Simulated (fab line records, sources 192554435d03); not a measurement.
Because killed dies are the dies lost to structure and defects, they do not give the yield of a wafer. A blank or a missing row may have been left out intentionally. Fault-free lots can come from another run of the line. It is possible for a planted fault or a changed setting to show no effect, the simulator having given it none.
What tool caused it? || flow n5 finfet || 72 wafers from 24 lots sampled at 2 of the route's 1938 steps

## WHAT THE GAUGES READ, wafer by wafer
N5_SD_EPI_P_INSPECT_26: inspects for defects (darkfield). Usual: raw defect count reads 165 (standard deviation 33).
{"lot": "L074", "measured": "day 3 11:26", "on": "defect inspect-02", "raw defect count": "134 166 133", "flag": ""}
{"lot": "L075", "measured": "day 3 16:25", "on": "defect inspect-02", "raw defect count": "167 155 176", "flag": ""}
{"lot": "L076", "measured": "day 4 01:35", "on": "defect inspect-02", "raw defect count": "162 167 162", "flag": ""}
{"lot": "L077", "measured": "day 4 06:25", "on": "defect inspect-01", "raw defect count": "132 133 131", "flag": ""}
{"lot": "L078", "measured": "day 4 11:40", "on": "defect inspect-01", "raw defect count": "137 169 145", "flag": ""}
{"lot": "L079", "measured": "day 4 17:06", "on": "defect inspect-01", "raw defect count": "148 162 99", "flag": ""}
{"lot": "L080", "measured": "day 4 22:13", "on": "defect inspect-01", "raw defect count": "230 125 120", "flag": ""}
{"lot": "L081", "measured": "day 5 06:34", "on": "defect inspect-02", "raw defect count": "189 165 127", "flag": ""}
{"lot": "L082", "measured": "day 5 11:02", "on": "defect inspect-02", "raw defect count": "246 185 171", "flag": ""}
{"lot": "L083", "measured": "day 5 17:23", "on": "defect inspect-01", "raw defect count": "145 222 172", "flag": ""}
{"lot": "L084", "measured": "day 6 01:54", "on": "defect inspect-02", "raw defect count": "187 136 169", "flag": ""}
{"lot": "L085", "measured": "day 6 14:07", "on": "defect inspect-01", "raw defect count": "114 131 134", "flag": ""}
{"lot": "L086", "measured": "day 6 10:31", "on": "defect inspect-01", "raw defect count": "136 145 177", "flag": ""}
{"lot": "L087", "measured": "day 6 16:55", "on": "defect inspect-01", "raw defect count": "160 121 123", "flag": ""}
{"lot": "L088", "measured": "day 6 22:34", "on": "defect inspect-01", "raw defect count": "103 154 131", "flag": ""}
{"lot": "L089", "measured": "day 7 04:56", "on": "defect inspect-01", "raw defect count": "171 164 160", "flag": ""}
{"lot": "L090", "measured": "day 7 10:03", "on": "defect inspect-02", "raw defect count": "150 143 162", "flag": ""}
{"lot": "L091", "measured": "day 7 13:18", "on": "defect inspect-02", "raw defect count": "175 152 136", "flag": ""}
{"lot": "L092", "measured": "day 7 22:20", "on": "defect inspect-01", "raw defect count": "210 179 250", "flag": ""}
{"lot": "L093", "measured": "day 8 03:21", "on": "defect inspect-02", "raw defect count": "211 182 152", "flag": ""}
{"lot": "L094", "measured": "day 8 10:19", "on": "defect inspect-02", "raw defect count": "201 221 263", "flag": ""}
{"lot": "L095", "measured": "day 8 17:01", "on": "defect inspect-02", "raw defect count": "199 218 159", "flag": ""}
{"lot": "L097", "measured": "day 9 04:30", "on": "defect inspect-01", "raw defect count": "194 131 186", "flag": ""}
{"lot": "L096", "measured": "day 9 05:39", "on": "defect inspect-01", "raw defect count": "198 192 161", "flag": ""}

## EACH LOT AND THE TOOL THAT RAN IT (in order: tool; ch and the chambers of the sampled wafers; start)
{"lot": "L074", "N5_SD_EPI_N_VAPOR_ETCH_50": "epi rpcvd-01 ch 0, day 3 03:29"}
{"lot": "L075", "N5_SD_EPI_N_VAPOR_ETCH_50": "epi rpcvd-01 ch 0, day 3 09:05"}
{"lot": "L076", "N5_SD_EPI_N_VAPOR_ETCH_50": "epi rpcvd-02 ch 0, day 3 16:16"}
{"lot": "L077", "N5_SD_EPI_N_VAPOR_ETCH_50": "epi rpcvd-01 ch 0, day 3 23:17"}
{"lot": "L078", "N5_SD_EPI_N_VAPOR_ETCH_50": "epi rpcvd-02 ch 0, day 4 02:41"}
{"lot": "L079", "N5_SD_EPI_N_VAPOR_ETCH_50": "epi rpcvd-03 ch 0, day 4 10:11"}
{"lot": "L080", "N5_SD_EPI_N_VAPOR_ETCH_50": "epi rpcvd-02 ch 0, day 4 14:01"}
{"lot": "L081", "N5_SD_EPI_N_VAPOR_ETCH_50": "epi rpcvd-03 ch 0, day 5 00:02"}
{"lot": "L082", "N5_SD_EPI_N_VAPOR_ETCH_50": "epi rpcvd-02 ch 0, day 5 02:06"}
{"lot": "L083", "N5_SD_EPI_N_VAPOR_ETCH_50": "epi rpcvd-03 ch 0, day 5 09:53"}
{"lot": "L084", "N5_SD_EPI_N_VAPOR_ETCH_50": "epi rpcvd-03 ch 0, day 5 17:14"}
{"lot": "L085", "N5_SD_EPI_N_VAPOR_ETCH_50": "epi rpcvd-01 ch 0, day 6 01:59"}
{"lot": "L086", "N5_SD_EPI_N_VAPOR_ETCH_50": "epi rpcvd-03 ch 0, day 6 03:08"}
{"lot": "L087", "N5_SD_EPI_N_VAPOR_ETCH_50": "epi rpcvd-03 ch 0, day 6 09:35"}
{"lot": "L088", "N5_SD_EPI_N_VAPOR_ETCH_50": "epi rpcvd-03 ch 0, day 6 15:00"}
{"lot": "L089", "N5_SD_EPI_N_VAPOR_ETCH_50": "epi rpcvd-03 ch 0, day 6 20:59"}
{"lot": "L090", "N5_SD_EPI_N_VAPOR_ETCH_50": "epi rpcvd-03 ch 0, day 7 02:33"}
{"lot": "L091", "N5_SD_EPI_N_VAPOR_ETCH_50": "epi rpcvd-03 ch 0, day 7 06:46"}
{"lot": "L092", "N5_SD_EPI_N_VAPOR_ETCH_50": "epi rpcvd-02 ch 0, day 7 15:34"}
{"lot": "L093", "N5_SD_EPI_N_VAPOR_ETCH_50": "epi rpcvd-02 ch 0, day 7 20:47"}
{"lot": "L094", "N5_SD_EPI_N_VAPOR_ETCH_50": "epi rpcvd-02 ch 0, day 8 02:47"}
{"lot": "L095", "N5_SD_EPI_N_VAPOR_ETCH_50": "epi rpcvd-03 ch 0, day 8 09:14"}
{"lot": "L097", "N5_SD_EPI_N_VAPOR_ETCH_50": "epi rpcvd-03 ch 0, day 8 21:44"}
{"lot": "L096", "N5_SD_EPI_N_VAPOR_ETCH_50": "epi rpcvd-02 ch 0, day 8 22:49"}
- N5_SD_EPI_N_VAPOR_ETCH_50: etches Si in HCl, time 54 s.

## AS READ BY THE TOOLS THEMSELVES (means over the sampled wafers that have a number; for cases with no such wafer, the mark the record gives instead)
N5_SD_EPI_N_VAPOR_ETCH_50. Usual: throttle valve pct reads 12.1 % (standard deviation 0.38).
{"lot": "L074", "tool": "epi rpcvd-01", "throttle valve pct (%)": 11.6, "flag": ""}
{"lot": "L075", "tool": "epi rpcvd-01", "throttle valve pct (%)": 11.9, "flag": ""}
{"lot": "L076", "tool": "epi rpcvd-02", "throttle valve pct (%)": 11.9, "flag": ""}
{"lot": "L077", "tool": "epi rpcvd-01", "throttle valve pct (%)": 11.6, "flag": ""}
{"lot": "L078", "tool": "epi rpcvd-02", "throttle valve pct (%)": 11.9, "flag": ""}
{"lot": "L079", "tool": "epi rpcvd-03", "throttle valve pct (%)": 12.4, "flag": ""}
{"lot": "L080", "tool": "epi rpcvd-02", "throttle valve pct (%)": 11.9, "flag": ""}
{"lot": "L081", "tool": "epi rpcvd-03", "throttle valve pct (%)": 12.4, "flag": ""}
{"lot": "L082", "tool": "epi rpcvd-02", "throttle valve pct (%)": 11.8, "flag": ""}
{"lot": "L083", "tool": "epi rpcvd-03", "throttle valve pct (%)": 12.5, "flag": ""}
{"lot": "L084", "tool": "epi rpcvd-03", "throttle valve pct (%)": 12.5, "flag": ""}
{"lot": "L085", "tool": "epi rpcvd-01", "throttle valve pct (%)": 11.6, "flag": ""}
{"lot": "L086", "tool": "epi rpcvd-03", "throttle valve pct (%)": 12.4, "flag": ""}
{"lot": "L087", "tool": "epi rpcvd-03", "throttle valve pct (%)": 12.5, "flag": ""}
{"lot": "L088", "tool": "epi rpcvd-03", "throttle valve pct (%)": 12.6, "flag": ""}
{"lot": "L089", "tool": "epi rpcvd-03", "throttle valve pct (%)": 12.4, "flag": ""}
{"lot": "L090", "tool": "epi rpcvd-03", "throttle valve pct (%)": 12.5, "flag": ""}
{"lot": "L091", "tool": "epi rpcvd-03", "throttle valve pct (%)": 12.4, "flag": ""}
{"lot": "L092", "tool": "epi rpcvd-02", "throttle valve pct (%)": 11.8, "flag": ""}
{"lot": "L093", "tool": "epi rpcvd-02", "throttle valve pct (%)": 11.9, "flag": ""}
{"lot": "L094", "tool": "epi rpcvd-02", "throttle valve pct (%)": 12.0, "flag": ""}
{"lot": "L095", "tool": "epi rpcvd-03", "throttle valve pct (%)": 12.6, "flag": ""}
{"lot": "L097", "tool": "epi rpcvd-03", "throttle valve pct (%)": 12.4, "flag": ""}
{"lot": "L096", "tool": "epi rpcvd-02", "throttle valve pct (%)": 11.8, "flag": ""}

## THE ANSWER, worked out from the rows above alone
Rule: a lot counts as off when the mean over its wafers that have a number is more than 3 standard deviations away from the usual mean. Also off: a lot with no number at a reading for which 4 or more lots have one. All remaining lots with rows at the step are treated as sound. Order of review: gauges by route order, followed by the tools' own readings, for which a lot's mean as printed above is used. The first step at which some lot is off is used, and at that step the reading that is off furthest; a lot without a number counts as furthest.
No lot is off on any of the readings shown, so nothing can be concluded from this.

## WHAT THE SIMULATOR PUT IN
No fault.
